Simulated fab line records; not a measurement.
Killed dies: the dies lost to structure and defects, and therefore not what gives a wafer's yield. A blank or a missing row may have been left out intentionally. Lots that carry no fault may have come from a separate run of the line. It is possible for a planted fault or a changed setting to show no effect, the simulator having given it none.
fab line records	flow n5-finfet
record lots=24	wafers=72	last-day=18
route steps=1938 shown BEOL_M0_CUTY@708 BEOL_M0@740 BEOL_M1@789
lots that met no fault: taken from a fault-free run of the same line
start-h: the number of hours between the record's first day and the start of the first shown wafer of the lot	wait-h: hours since the lot's step before	" same as the row above	L1.1+2: a single row standing in for several wafers	- no value, or no start given	* or withheld: withheld	< > ~ a bound
route shown NAME@n: a module of which the file shows steps, and the number in the route of the first	usual: average and standard deviation across the fault-free wafers	same: alike in all rows	chamber/n: place in a boat	sites: the reading at each site	_std_site: the standard deviation of these	_edge_site: outer sites' mean less inner sites'	radius-mm: how far each site lies from the wafer's centre	mask NAME#n: copy n	behind: tool/chamber where the wafer was last shaped	hold: cause of the lot's hold/its duration in hours/its outcome	device: whichever transistor did not switch (one of n, p or np)	end of line: the same wafers' tests at the end of the route	step lacking rows: just its recipe	killed: dies that structure and defects cost at the first sort, which is not the same as the wafer's yield	map: dies across one wafer; x = killed, . = not, _ = none there
set.NAME: the setting as run; set.NAME@STEP: as run at that earlier step	model.NAME: the simulator's own value behind a step, which no gauge read
the route's steps for a sample of lots (tables are steps, rows are wafers)
services: from which hour (start-h, from the record's first day; less than 0 if before it) a tool's chamber was out of use, for how many hours, and why
## steps
# step N5_BEOL_M0_CUTY_CD_MEAS_57
# recipe target-cd-nm=200	landing-energy-ev=500	detector=se-inlens	polarity=line
# usual cd-nm=199.3/1
lot.wafer	tool	chamber	start-h	wait-h	cd-nm
L074.1	cd-sem-01	0	113.43	-	199.4
L074.3	"	0	"	"	197.9
L074.4	"	0	"	"	199.4
L075.1	cd-sem-01	0	119.76	-	197.8
L075.4	"	0	"	"	199.0
L075.6	"	0	"	"	198.5
L076.4	cd-sem-01	0	127.47	-	200.5
L076.5	"	0	"	"	200.0
L076.6	"	0	"	"	199.9
L077.3	cd-sem-02	0	128.04	-	196.9
L077.5	"	0	"	"	198.3
L077.6	"	0	"	"	199.4
L078.1	cd-sem-01	0	142.59	-	199.7
L078.2	"	0	"	"	199.1
L078.3	"	0	"	"	198.9
L079.2	cd-sem-03	0	151.80	-	199.9
L079.4	"	0	"	"	199.4
L079.5	"	0	"	"	200.8
L080.1	cd-sem-03	0	156.76	-	198.8
L080.4	"	0	"	"	200.4
L080.5	"	0	"	"	200.3
L081.1	cd-sem-01	0	160.63	-	198.6
L081.2	"	0	"	"	198.0
L081.6	"	0	"	"	199.4
L082.1	cd-sem-02	0	165.09	-	199.7
L082.3	"	0	"	"	198.8
L082.4	"	0	"	"	197.6
L083.3	cd-sem-02	0	166.10	-	198.7
L083.5	"	0	"	"	197.5
L083.6	"	0	"	"	196.4
L084.1	cd-sem-02	0	174.95	-	198.8
L084.2	"	0	"	"	199.1
L084.5	"	0	"	"	197.2
L085.2	cd-sem-03	0	185.68	-	198.5
L085.4	"	0	"	"	198.0
L085.6	"	0	"	"	198.7
L086.3	cd-sem-02	0	185.99	-	200.8
L086.4	"	0	"	"	200.5
L086.6	"	0	"	"	200.6
L087.2	cd-sem-01	0	199.43	-	199.7
L087.4	"	0	"	"	199.7
L087.6	"	0	"	"	198.1
L088.2	cd-sem-03	0	201.25	-	199.6
L088.4	"	0	"	"	199.8
L088.6	"	0	"	"	199.3
L089.1	cd-sem-01	0	206.51	-	198.9
L089.3	"	0	"	"	199.3
L089.6	"	0	"	"	199.9
L090.2	cd-sem-01	0	206.89	-	198.3
L090.3	"	0	"	"	198.9
L090.5	"	0	"	"	198.4
L091.3	cd-sem-03	0	212.52	-	200.0
L091.4	"	0	"	"	198.4
L091.6	"	0	"	"	198.6
L092.2	cd-sem-01	0	220.36	-	199.4
L092.3	"	0	"	"	198.2
L092.5	"	0	"	"	198.0
L093.2	cd-sem-01	0	227.94	-	200.6
L093.5	"	0	"	"	199.2
L093.6	"	0	"	"	198.7
L094.2	cd-sem-01	0	233.42	-	198.5
L094.4	"	0	"	"	199.4
L094.5	"	0	"	"	198.8
L095.1	cd-sem-03	0	245.37	-	200.2
L095.2	"	0	"	"	200.7
L095.3	"	0	"	"	199.7
L096.3	cd-sem-02	0	248.09	-	201.4
L096.5	"	0	"	"	201.0
L096.6	"	0	"	"	201.5
L097.1	cd-sem-02	0	252.36	-	199.8
L097.3	"	0	"	"	199.5
L097.4	"	0	"	"	199.7
# step N5_BEOL_M0_CUTY_ETCH_63
# recipe chemistry=N2/H2	target=SOC	target-depth-a=827	overetch-a=165	mask-material=SiARC	temp-c=40	ion-energy-ev=200	time-s=124	pressure-mtorr=30	source-w=840	bias-w=150	n2-flow-sccm=200	h2-flow-sccm=200
# usual drypump-motor-current-A=5.6/0.45	oes-product-au=0.66/0.069	rf-vpp-V=524.5/2.6	showerhead-plenum-p-Torr=2.57/0.088	throttle-valve-pct=17.77/0.23
lot.wafer	tool	chamber	start-h	wait-h	drypump-motor-current-A	oes-product-au	rf-hours-counter-h	rf-vpp-V	showerhead-plenum-p-Torr	throttle-valve-pct
L074.1	rie-diel-01	3	113.61	0.0	6.1	0.58	226	522.6	2.53	18.21
L074.3	"	0	"	"	5.2	0.71	47	528.4	2.69	17.70
L074.4	"	1	"	"	5.4	0.58	229	522.8	2.50	18.13
L075.1	rie-diel-01	0	119.93	0.0	5.2	0.70	49	528.1	2.69	17.73
L075.4	"	3	"	"	6.2	0.58	228	522.6	2.53	18.23
L075.6	"	3	"	"	6.1	0.58	-	523.3	2.53	18.23
L076.4	rie-diel-01	1	128.27	0.0	5.3	0.57	235	522.9	2.50	18.12
L076.5	"	0	"	"	5.2	0.70	-	528.2	2.69	17.73
L076.6	"	3	"	"	6.1	0.58	-	523.2	2.53	18.22
L077.3	rie-diel-06	3	128.96	0.0	5.0	0.73	29	522.8	2.49	17.78
L077.5	"	0	"	"	5.1	0.60	-	527.3	2.63	17.53
L077.6	"	3	"	"	5.0	0.74	-	522.6	2.49	17.77
L078.1	rie-diel-06	0	143.14	0.0	5.2	0.60	191	526.7	2.63	17.53
L078.2	"	1	"	"	6.3	0.76	12	529.6	2.72	17.63
L078.3	"	3	"	"	5.1	0.72	36	522.2	2.49	17.79
L079.2	rie-diel-01	2	151.96	0.0	5.6	0.72	42	524.7	2.47	17.47
L079.4	"	0	"	"	5.2	0.69	59	527.4	2.69	17.74
L079.5	"	3	"	"	6.2	0.57	-	522.8	2.52	18.24
L080.1	rie-diel-01	0	157.23	0.0	5.1	0.70	61	528.3	2.69	17.76
L080.4	"	1	"	"	5.4	0.57	-	523.0	2.50	18.16
L080.5	"	0	"	"	5.1	0.69	-	526.9	2.69	17.75
L081.1	rie-diel-01	3	160.80	0.0	6.2	0.57	243	522.1	2.52	18.24
L081.2	"	1	"	"	5.3	0.57	247	522.9	2.50	18.16
L081.6	"	0	"	"	5.2	0.69	-	526.0	2.68	17.73
L082.1	rie-diel-01	3	165.26	0.0	6.2	0.56	244	523.2	2.52	18.24
L082.3	"	1	"	"	5.4	0.57	248	522.8	2.49	18.16
L082.4	"	2	"	"	5.6	0.72	44	522.6	2.47	17.45
L083.3	rie-diel-06	2	166.27	0.0	5.8	0.70	59	524.4	2.58	17.62
L083.5	"	1	"	"	6.3	0.74	-	528.7	2.72	17.64
L083.6	"	0	"	"	5.2	0.59	-	526.3	2.62	17.56
L084.1	rie-diel-01	2	175.12	0.0	5.6	0.71	49	521.5	2.47	17.47
L084.2	"	3	"	"	6.1	0.56	249	522.5	2.52	18.26
L084.5	"	0	"	"	5.2	0.68	-	527.6	2.68	17.78
L085.2	rie-diel-04	2	185.84	0.0	6.0	0.59	188	522.5	2.53	17.59
L085.4	"	1	"	"	5.9	0.55	-	525.0	2.62	18.24
L085.6	"	0	"	"	5.9	0.65	-	521.0	2.45	17.60
L086.3	rie-diel-06	0	186.16	0.0	5.2	0.59	207	525.7	2.62	17.55
L086.4	"	2	"	"	5.8	0.69	65	525.4	2.58	17.63
L086.6	"	0	"	"	5.2	0.59	-	527.1	2.62	17.56
L087.2	rie-diel-06	3	199.60	0.0	5.1	0.70	56	521.3	2.48	17.82
L087.4	"	0	"	"	5.1	0.58	212	527.6	2.62	17.57
L087.6	"	2	"	"	5.8	0.69	-	524.1	2.58	17.64
L088.2	rie-diel-06	0	201.42	0.0	5.2	0.59	213	526.5	2.62	17.56
L088.4	"	3	"	"	5.0	0.70	56	520.8	2.48	17.82
L088.6	"	3	"	"	5.0	0.69	-	521.6	2.48	17.83
L089.1	rie-diel-04	3	206.70	0.0	5.1	0.68	96	522.2	2.46	17.86
L089.3	"	0	"	"	6.0	0.64	131	521.1	2.45	17.62
L089.6	"	3	"	"	5.2	0.68	-	520.3	2.46	17.84
L090.2	rie-diel-06	0	207.23	0.0	5.2	0.57	215	527.4	2.62	17.57
L090.3	"	2	"	"	5.8	0.68	74	526.5	2.57	17.65
L090.5	"	3	"	"	5.1	0.69	-	522.8	2.48	17.82
L091.3	rie-diel-06	3	212.75	0.0	5.1	0.70	61	522.7	2.48	17.83
L091.4	"	0	"	"	5.2	0.58	217	526.0	2.62	17.59
L091.6	"	1	"	"	6.4	0.72	-	528.8	2.71	17.67
L092.2	rie-diel-06	1	220.85	0.0	6.3	0.71	40	527.2	2.71	17.66
L092.3	"	2	"	"	5.8	0.67	79	524.0	2.57	17.66
L092.5	"	0	"	"	5.2	0.58	-	526.0	2.61	17.58
L093.2	rie-diel-01	3	228.11	0.0	6.2	0.81	1	522.5	2.51	17.65
L093.5	"	2	"	"	5.6	0.69	-	521.4	2.46	17.52
L093.6	"	3	"	"	6.2	0.82	-	523.0	2.51	17.64
L094.2	rie-diel-04	3	233.59	0.0	5.1	0.67	106	521.7	2.45	17.86
L094.4	"	2	"	"	6.0	0.58	208	523.2	2.52	17.63
L094.5	"	1	"	"	5.9	0.75	-	526.1	2.62	17.83
L095.1	rie-diel-06	0	245.54	0.0	5.2	0.57	228	526.1	2.61	17.59
L095.2	"	3	"	"	5.1	0.69	71	522.3	2.47	17.83
L095.3	"	2	"	"	5.8	0.67	86	525.1	2.57	17.67
L096.3	rie-diel-01	1	248.49	0.0	5.3	0.79	0	523.4	2.49	17.71
L096.5	"	2	"	"	5.6	0.68	-	522.2	2.45	17.51
L096.6	"	3	"	"	6.2	0.78	-	520.7	2.51	17.66
L097.1	rie-diel-01	2	252.53	0.0	5.6	0.68	84	522.1	2.45	17.51
L097.3	"	1	"	"	5.4	0.79	2	522.5	2.49	17.73
L097.4	"	3	"	"	6.1	0.78	11	523.1	2.51	17.66
# step N5_BEOL_M0_SPUTTER_141
# recipe material=Cu	target-thk-a=40	temp-c=-20	chamber-pressure-pa=0.07	power-w=withheld	time-s=7.37
# usual throttle-valve-pct=29.7/1.2
lot.wafer	tool	chamber	start-h	wait-h	throttle-valve-pct
L074.1	pvd-sputter-02	-	124.69	0.0	29.8
L074.3	"	-	"	"	31.7
L074.4	"	-	"	"	30.2
L075.1	pvd-sputter-03	-	124.98	0.0	30.3
L075.4	"	-	"	"	27.6
L075.6	"	-	"	"	27.6
L076.4	pvd-sputter-03	-	132.48	0.0	30.0
L076.5	"	-	"	"	31.5
L076.6	"	-	"	"	30.3
L077.3	pvd-sputter-03	-	133.80	0.0	29.9
L077.5	"	-	"	"	31.3
L077.6	"	-	"	"	30.3
L078.1	pvd-sputter-01	-	146.58	0.0	30.3
L078.2	"	-	"	"	28.8
L078.3	"	-	"	"	30.2
L079.2	pvd-sputter-03	-	156.06	0.0	29.6
L079.4	"	-	"	"	27.7
L079.5	"	-	"	"	31.3
L080.1	pvd-sputter-01	-	160.34	0.0	29.0
L080.4	"	-	"	"	28.9
L080.5	"	-	"	"	30.2
L081.1	pvd-sputter-03	-	165.32	0.0	27.5
L081.2	"	-	"	"	31.4
L081.6	"	-	"	"	27.5
L082.1	pvd-sputter-02	-	168.61	0.0	30.1
L082.3	"	-	"	"	31.7
L082.4	"	-	"	"	31.8
L083.3	pvd-sputter-01	-	169.71	0.0	30.0
L083.5	"	-	"	"	29.8
L083.6	"	-	"	"	30.5
L084.1	pvd-sputter-03	-	188.12	0.0	30.0
L084.2	"	-	"	"	27.4
L084.5	"	-	"	"	27.4
L086.3	pvd-sputter-03	-	191.45	0.0	27.4
L086.4	"	-	"	"	29.5
L086.6	"	-	"	"	29.5
L085.2	pvd-sputter-03	-	192.13	0.0	31.3
L085.4	"	-	"	"	29.7
L085.6	"	-	"	"	31.1
L088.2	pvd-sputter-02	-	204.25	0.0	30.2
L088.4	"	-	"	"	31.4
L088.6	"	-	"	"	29.1
L087.2	pvd-sputter-02	-	204.69	0.0	31.4
L087.4	"	-	"	"	28.9
L087.6	"	-	"	"	30.0
L089.1	pvd-sputter-03	-	209.77	0.0	31.2
L089.3	"	-	"	"	30.2
L089.6	"	-	"	"	29.7
L090.2	pvd-sputter-01	-	214.37	0.0	29.1
L090.3	"	-	"	"	30.6
L090.5	"	-	"	"	29.9
L091.3	pvd-sputter-03	-	217.22	0.0	27.5
L091.4	"	-	"	"	31.3
L091.6	"	-	"	"	31.4
L092.2	pvd-sputter-03	-	225.68	0.0	29.6
L092.3	"	-	"	"	30.0
L092.5	"	-	"	"	30.1
L093.2	pvd-sputter-03	-	234.13	0.0	30.4
L093.5	"	-	"	"	29.6
L093.6	"	-	"	"	27.5
L094.2	pvd-sputter-03	-	239.53	0.0	27.4
L094.4	"	-	"	"	30.2
L094.5	"	-	"	"	27.6
L095.1	pvd-sputter-01	-	253.25	0.0	30.6
L095.2	"	-	"	"	29.9
L095.3	"	-	"	"	28.9
L096.3	pvd-sputter-02	-	255.08	0.0	29.1
L096.5	"	-	"	"	30.2
L096.6	"	-	"	"	31.4
L097.1	pvd-sputter-02	-	256.06	0.0	30.1
L097.3	"	-	"	"	31.3
L097.4	"	-	"	"	29.1
# step N5_BEOL_M0_PRE_CLEAN_131
# recipe gas=NH3/H2	time-s=15	temp-c=*	rf-power-w=300
# usual heater-power-w=79/29
lot.wafer	tool	chamber	start-h	wait-h	heater-power-w
L074.1	cvd-co-02	2	125.60	0.0	102
L074.3	"	0	"	"	82
L074.4	"	2	"	"	99
L075.1	cvd-co-01	2	126.06	0.0	43
L075.4	"	1	"	"	76
L075.6	"	2	"	"	43
L076.4	cvd-co-02	0	133.44	0.2	81
L076.5	"	2	"	"	104
L076.6	"	0	"	"	81
L077.3	cvd-co-02	2	135.32	0.1	102
L077.5	"	2	"	"	103
L077.6	"	0	"	"	81
L078.1	cvd-co-01	0	147.40	0.0	114
L078.2	"	1	"	"	77
L078.3	"	2	"	"	43
L079.2	cvd-co-02	2	156.89	0.0	103
L079.4	"	1	"	"	29
L079.5	"	0	"	"	83
L080.1	cvd-co-01	1	161.83	0.0	76
L080.4	"	1	"	"	76
L080.5	"	1	"	"	77
L081.1	cvd-co-01	2	166.15	0.0	43
L081.2	"	0	"	"	120
L081.6	"	1	"	"	77
L082.1	cvd-co-02	2	169.70	0.0	103
L082.3	"	0	"	"	82
L082.4	"	1	"	"	29
L083.3	cvd-co-01	2	170.53	0.0	43
L083.5	"	1	"	"	77
L083.6	"	2	"	"	44
L084.1	cvd-co-02	1	188.95	0.0	30
L084.2	"	0	"	"	79
L084.5	"	1	"	"	30
L086.3	cvd-co-01	1	192.27	0.0	76
L086.4	"	0	"	"	120
L086.6	"	1	"	"	73
L085.2	cvd-co-01	0	192.95	0.0	117
L085.4	"	0	"	"	114
L085.6	"	1	"	"	76
L088.2	cvd-co-01	1	205.08	0.0	76
L088.4	"	0	"	"	119
L088.6	"	2	"	"	44
L087.2	cvd-co-01	2	205.52	0.0	44
L087.4	"	0	"	"	119
L087.6	"	2	"	"	44
L089.1	cvd-co-02	0	210.59	0.0	83
L089.3	"	1	"	"	30
L089.6	"	1	"	"	29
L090.2	cvd-co-02	2	215.20	0.0	102
L090.3	"	0	"	"	82
L090.5	"	2	"	"	101
L091.3	cvd-co-02	2	218.05	0.0	104
L091.4	"	0	"	"	82
L091.6	"	2	"	"	103
L092.2	cvd-co-01	1	226.52	0.0	76
L092.3	"	2	"	"	44
L092.5	"	0	"	"	116
L093.2	cvd-co-02	0	234.99	0.1	83
L093.5	"	1	"	"	29
L093.6	"	0	"	"	83
L094.2	cvd-co-01	0	240.36	0.0	118
L094.4	"	1	"	"	77
L094.5	"	2	"	"	44
L095.1	cvd-co-01	2	254.10	0.1	45
L095.2	"	1	"	"	76
L095.3	"	0	"	"	115
L096.3	cvd-co-02	0	256.10	0.0	82
L096.5	"	1	"	"	30
L096.6	"	2	"	"	101
L097.1	cvd-co-01	1	256.89	0.0	75
L097.3	"	2	"	"	44
L097.4	"	2	"	"	44
# step N5_BEOL_M1_DESCUM_33
# recipe chemistry=O2	time-s=7	source-power-w=50	bias-power-w=20	pressure-mtorr=20	rf-frequency-hz=2.712e+07	temp-c=40	resist=CAR-EUV	o2-flow-sccm=225
# usual drypump-motor-current-A=5.8/0.58	oes-product-au=0.77/0.095	rf-vpp-V=243.3/1.3	showerhead-plenum-p-Torr=2.11/0.055	throttle-valve-pct=20.47/0.24
lot.wafer	tool	chamber	start-h	wait-h	drypump-motor-current-A	oes-product-au	rf-hours-counter-h	rf-vpp-V	showerhead-plenum-p-Torr	throttle-valve-pct
L074.1	rie-diel-03	1	128.73	0.0	5.3	0.75	157	244.1	2.10	20.88
L074.3	"	0	"	"	5.9	0.67	249	241.9	2.03	20.81
L074.4	"	2	"	"	6.0	0.67	248	244.3	2.13	20.70
L075.1	rie-diel-02	3	129.52	0.3	6.3	0.68	213	243.7	2.18	20.57
L075.4	"	2	"	"	5.9	0.70	223	242.4	1.98	20.31
L075.6	"	1	"	"	6.3	0.86	-	242.0	2.14	20.11
L076.4	rie-diel-03	3	137.92	0.2	4.8	0.74	-	243.3	2.18	20.50
L076.5	"	1	"	"	5.3	0.76	-	240.6	2.10	20.91
L076.6	"	2	"	"	6.0	0.68	-	245.3	2.13	20.70
L077.3	rie-diel-03	2	138.12	0.0	6.0	0.68	252	243.7	2.13	20.68
L077.5	"	2	"	"	6.0	0.68	-	243.7	2.13	20.67
L077.6	"	1	"	"	5.3	0.76	-	242.0	2.10	20.90
L078.1	rie-diel-05	2	150.10	0.0	6.6	0.77	147	243.1	2.12	20.59
L078.2	"	3	"	"	5.8	0.72	160	244.2	2.16	20.61
L078.3	"	0	"	"	6.6	0.77	144	241.3	2.03	20.19
L079.2	rie-diel-05	1	160.20	0.0	5.3	0.70	240	244.2	2.15	20.53
L079.4	"	2	"	"	6.6	0.76	150	243.3	2.12	20.61
L079.5	"	1	"	"	5.3	0.69	-	244.8	2.15	20.51
L080.1	rie-diel-02	1	164.64	0.0	6.3	0.83	59	242.6	2.14	20.12
L080.4	"	2	"	"	5.9	0.71	234	241.3	1.98	20.32
L080.5	"	1	"	"	6.3	0.84	-	244.8	2.14	20.12
L081.1	rie-diel-05	0	168.83	0.1	6.6	0.76	151	241.7	2.03	20.20
L081.2	"	2	"	"	6.6	0.75	153	243.9	2.12	20.61
L081.6	"	1	"	"	5.3	0.70	-	244.8	2.15	20.54
L082.1	rie-diel-02	0	177.38	0.2	5.2	0.70	227	244.8	2.12	20.15
L082.3	"	3	"	"	6.3	0.67	228	243.5	2.18	20.58
L082.4	"	2	"	"	5.9	0.69	238	241.1	1.98	20.34
L083.3	rie-diel-03	3	177.56	0.2	4.8	0.73	174	244.1	2.18	20.51
L083.5	"	3	"	"	4.8	0.73	-	244.3	2.18	20.51
L083.6	"	0	"	"	5.9	0.95	-	241.4	2.03	20.28
L084.1	rie-diel-02	1	191.09	0.0	6.3	0.84	66	243.0	2.14	20.14
L084.2	"	2	"	"	5.9	0.70	242	242.7	1.98	20.34
L084.5	"	1	"	"	6.3	0.83	-	243.3	2.14	20.14
L086.3	rie-diel-05	0	194.39	0.0	6.6	0.76	156	242.4	2.03	20.21
L086.4	"	1	"	"	5.3	0.70	249	245.7	2.15	20.53
L086.6	"	1	"	"	5.3	0.69	-	243.5	2.15	20.54
L085.2	rie-diel-03	2	195.02	0.0	6.0	0.98	7	243.3	2.12	20.26
L085.4	"	0	"	"	5.9	0.95	18	241.3	2.03	20.29
L085.6	"	2	"	"	6.0	0.99	-	243.9	2.13	20.26
L088.2	rie-diel-03	3	208.05	0.1	4.9	0.73	183	245.5	2.18	20.51
L088.4	"	0	"	"	5.9	0.93	22	243.2	2.03	20.29
L088.6	"	1	"	"	5.3	0.72	-	243.1	2.09	20.91
L087.2	rie-diel-05	0	208.66	0.0	6.6	0.75	162	241.2	2.03	20.21
L087.4	"	3	"	"	5.9	0.71	-	244.7	2.15	20.63
L087.6	"	2	"	"	6.6	0.74	-	242.4	2.11	20.63
L089.1	rie-diel-05	0	214.30	0.0	6.6	0.76	164	241.3	2.02	20.22
L089.3	"	2	"	"	6.6	0.74	167	243.7	2.11	20.62
L089.6	"	0	"	"	6.6	0.75	-	241.6	2.03	20.22
L090.2	rie-diel-03	1	217.69	0.2	5.3	0.72	191	242.0	2.09	20.93
L090.3	"	3	"	"	4.8	0.71	186	246.0	2.17	20.52
L090.5	"	0	"	"	5.9	0.92	-	242.7	2.03	20.30
L091.3	rie-diel-03	2	221.43	0.0	6.0	0.96	16	244.9	2.12	20.28
L091.4	"	0	"	"	5.9	0.92	26	243.5	2.03	20.31
L091.6	"	1	"	"	5.3	0.73	-	242.6	2.09	20.91
L092.2	rie-diel-05	3	229.23	0.0	5.8	0.69	185	243.9	2.15	20.61
L092.3	"	0	"	"	6.6	0.74	169	241.7	2.02	20.23
L092.5	"	3	"	"	5.8	0.70	-	244.7	2.15	20.64
L093.2	rie-diel-05	0	239.46	0.2	6.6	0.75	171	240.7	2.02	20.23
L093.5	"	1	"	"	5.4	0.98	-	243.4	2.14	20.32
L093.6	"	0	"	"	6.6	0.74	-	241.1	2.02	20.22
L094.2	rie-diel-05	3	247.11	0.0	5.8	0.69	190	242.8	2.14	20.64
L094.4	"	1	"	"	5.3	0.96	8	244.3	2.14	20.33
L094.5	"	1	"	"	5.3	0.97	-	243.4	2.14	20.32
L095.1	rie-diel-03	0	257.20	0.1	5.9	0.91	38	242.5	2.02	20.30
L095.2	"	3	"	"	4.9	0.70	199	243.8	2.17	20.55
L095.3	"	2	"	"	6.0	0.93	28	244.2	2.12	20.29
L096.3	rie-diel-05	1	258.12	0.0	5.3	0.95	11	244.3	2.14	20.32
L096.5	"	1	"	"	5.3	0.96	-	245.4	2.14	20.32
L096.6	"	0	"	"	6.6	0.73	-	241.7	2.02	20.23
L097.1	rie-diel-03	0	260.26	0.0	5.9	0.90	39	242.4	2.02	20.32
L097.3	"	1	"	"	5.3	0.72	205	243.5	2.08	20.97
L097.4	"	3	"	"	4.8	0.70	200	244.7	2.17	20.55
# step N5_BEOL_M1_SPUTTER_48
# recipe material=Cu	target-thk-a=45	temp-c=-20	chamber-pressure-pa=0.07	power-w=withheld	time-s=8.29
# usual throttle-valve-pct=29.7/1
lot.wafer	tool	chamber	start-h	wait-h	throttle-valve-pct
L074.1	pvd-sputter-02	-	130.59	0.1	30.2
L074.3	"	-	"	"	29.7
L074.4	"	-	"	"	29.0
L075.1	pvd-sputter-02	-	134.37	0.1	29.7
L075.4	"	-	"	"	31.4
L075.6	"	-	"	"	30.2
L077.3	pvd-sputter-02	-	142.80	0.2	29.0
L077.5	"	-	"	"	31.4
L077.6	"	-	"	"	30.4
L076.4	pvd-sputter-01	-	142.86	0.1	28.8
L076.5	"	-	"	"	28.9
L076.6	"	-	"	"	29.8
L078.1	pvd-sputter-01	-	152.42	0.2	30.0
L078.2	"	-	"	"	29.0
L078.3	"	-	"	"	29.0
L079.2	pvd-sputter-01	-	163.87	0.2	30.5
L079.4	"	-	"	"	28.9
L079.5	"	-	"	"	30.1
L080.1	pvd-sputter-01	-	166.69	0.1	29.0
L080.4	"	-	"	"	30.1
L080.5	"	-	"	"	30.1
L082.1	pvd-sputter-01	-	186.08	0.2	30.2
L082.3	"	-	"	"	28.9
L082.4	"	-	"	"	29.2
L081.1	pvd-sputter-01	-	190.41	0.1	30.2
L081.2	"	-	"	"	30.3
L081.6	"	-	"	"	30.4
L083.3	pvd-sputter-01	-	195.24	0.2	29.1
L083.5	"	-	"	"	30.5
L083.6	"	-	"	"	30.1
L084.1	pvd-sputter-03	-	195.35	0.1	29.4
L084.2	"	-	"	"	30.2
L084.5	"	-	"	"	27.4
L086.3	pvd-sputter-01	-	203.68	0.1	28.9
L086.4	"	-	"	"	29.1
L086.6	"	-	"	"	29.0
L085.2	pvd-sputter-01	-	205.62	0.1	30.0
L085.4	"	-	"	"	30.3
L085.6	"	-	"	"	30.6
L088.2	pvd-sputter-02	-	213.95	0.2	30.1
L088.4	"	-	"	"	29.2
L088.6	"	-	"	"	28.8
L087.2	pvd-sputter-03	-	217.34	0.3	27.3
L087.4	"	-	"	"	31.3
L087.6	"	-	"	"	29.6
L089.1	pvd-sputter-03	-	221.14	0.1	31.0
L089.3	"	-	"	"	27.7
L089.6	"	-	"	"	29.2
L090.2	pvd-sputter-01	-	221.84	0.2	29.2
L090.3	"	-	"	"	30.2
L090.5	"	-	"	"	30.6
L091.3	pvd-sputter-01	-	224.37	0.1	30.1
L091.4	"	-	"	"	28.8
L091.6	"	-	"	"	30.2
L092.2	pvd-sputter-03	-	231.93	0.2	27.5
L092.3	"	-	"	"	29.5
L092.5	"	-	"	"	31.3
L093.2	pvd-sputter-01	-	246.57	0.1	29.1
L093.5	"	-	"	"	30.5
L093.6	"	-	"	"	29.2
L094.2	pvd-sputter-02	-	264.52	1.5	30.1
L094.4	"	-	"	"	31.7
L094.5	"	-	"	"	30.1
L095.1	pvd-sputter-02	-	267.68	0.2	30.0
L095.2	"	-	"	"	29.3
L095.3	"	-	"	"	31.3
L097.1	pvd-sputter-03	-	272.97	1.6	29.4
L097.3	"	-	"	"	29.9
L097.4	"	-	"	"	27.6
L096.3	pvd-sputter-03	-	276.15	0.2	31.5
L096.5	"	-	"	"	27.3
L096.6	"	-	"	"	30.1
## services
tool	chamber	start-h	hours	kind
pvd-sputter-01	-	98.71	1.0	repair
cvd-co-02	1	114.67	-	clean
cvd-co-02	1	114.67	22.0	scheduled-down
cvd-co-02	1	114.67	22.0	vent-cycle
pvd-sputter-02	-	116.29	4.1	repair
rie-diel-05	3	120.53	12.2	repair
rie-diel-04	3	122.87	3.9	repair
rie-diel-04	-	126.60	2.8	pm
rie-diel-05	0	130.14	5.3	repair
pvd-sputter-03	-	137.19	0.5	repair
rie-diel-01	-	144.78	4.3	pm
rie-diel-02	-	145.77	0.3	repair
cvd-co-01	2	150.93	11.7	repair
pvd-sputter-01	-	172.98	11.1	repair
rie-diel-06	3	173.08	5.7	repair
rie-diel-04	3	185.80	9.3	repair
rie-diel-01	3	205.59	-	clean
rie-diel-01	3	205.59	-	consumable-replace:focus-ring
rie-diel-01	3	205.59	19.6	scheduled-down
rie-diel-01	3	205.59	19.6	vent-cycle
rie-diel-06	-	221.57	2.8	pm
rie-diel-01	1	225.32	-	clean
rie-diel-01	1	225.32	-	consumable-replace:focus-ring
rie-diel-06	-	256.88	0.1	repair
## key
fault none
